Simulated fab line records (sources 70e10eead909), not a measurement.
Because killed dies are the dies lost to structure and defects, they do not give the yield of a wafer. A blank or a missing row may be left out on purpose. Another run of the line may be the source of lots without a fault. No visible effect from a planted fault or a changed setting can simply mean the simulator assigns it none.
A struck lot beside a sound one | flow nand_harc | 13 out of 1159 route steps
Sound: these wafers, L430.1, L430.5, L430.6. Struck: wafers L448.1, L448.2, L448.5. At the end, the cause is stated.
At each step with rows: each side's tool, then ch and its chambers, then its first start. Under that, the readings that differ: sound wafers | struck wafers | difference of the means | sigmas: that difference in standard deviations of wafers without a fault.
alike: same words and numbers on both sides, and readings whose means sit less than 2 such deviations apart. not compared: any withheld reading, any reading some wafer has no value for, any bound like >300 that may hide the same value, and any number with overlapping values for which the record gives no deviation.
A row with sigmas, a row that says differs or no value, or rows on one side alone: a step with any of these is where the two part. Numbers that have no deviation but don't overlap get no sigmas and don't part them. A reading missing from all wafers of one side parts the sides only when that side holds two or more wafers.

NHARC_P_M1_PRE_CLEAN_30: time 30 s.
  sound on pvd_sputter-01; struck on pvd_sputter-03
  alike: heater_power_w, susceptor_temp_C
then, 1 step without rows for these wafers: NHARC_P_M1_PVD_20 (deposits TaN, target thk 5 nm, time 8.06 s).
NHARC_P_M1_PVD_21: deposits Cu, target thk 30 nm, time 20.49 s.
  sound on pvd_sputter-01; struck on pvd_sputter-03
  alike: throttle_valve_pct
then, 1 step without rows for these wafers: NHARC_P_M1_ECD_22 (material Cu, target thk 400 nm).
NHARC_P_M1_ANNEAL_31: time 90 s.
  sound on rtp_anneal-01 ch 0, day 6 04:19; struck on rtp_anneal-02 ch 0, day 10 17:01
  alike: wafer_temp_C_max
NHARC_P_M1_CMP_23: polishes, t overpolish 20 s, target thk 157.82 nm.
  sound on cmp-04 ch 0,2,3, day 6 04:46; struck on cmp-03 ch 1,2,3, day 10 17:24
  alike: edge_zone_pressure_frac, motor_current_A, time_to_endpoint_s
NHARC_P_M1_THK_MEAS_24: measures by xrf.
  sound on film_metro-01 at day 6 04:59; struck on film_metro-01 at day 10 17:43
  alike: thk_nm
then, 1 step without rows for these wafers: NHARC_P_M1_SRD_25.
NHARC_P_M1_INSPECT_27:
  sound on defect_inspect-01 at day 6 05:08; struck on defect_inspect-02 at day 10 17:53
  alike: raw_defect_count
NHARC_P_M1_PRE_CLEAN_32: time 12 s.
  sound on pecvd-04 ch 0,1, day 6 05:14; struck on pecvd-02 ch 0,1, day 10 17:58
  alike: heater_power_w, susceptor_temp_C
then, 1 step without rows for these wafers: NHARC_P_M1_DEP_33 (deposits SiCN, target thk 30 nm).
NHARC_P_M2_DEP_00: deposits SiOC, target thk 182.5 nm.
  sound on pecvd-02 ch 0,1, day 6 05:45; struck on pecvd-02 ch 0,1,2, day 10 18:28
  no value came back on the struck wafers for chamber_pressure_Torr (Torr), rf_fwd_power_W (W); on the sound wafers chamber_pressure_Torr (Torr) reads 5.004 5.009 5.025
then, 1 step without rows for these wafers: NHARC_P_M2_DEHYDRATE_01 (time 120 s).

== WHERE THEY PART ==
Within this record, at NHARC_P_M2_DEP_00 only.

WHY: the cause the simulator had injected
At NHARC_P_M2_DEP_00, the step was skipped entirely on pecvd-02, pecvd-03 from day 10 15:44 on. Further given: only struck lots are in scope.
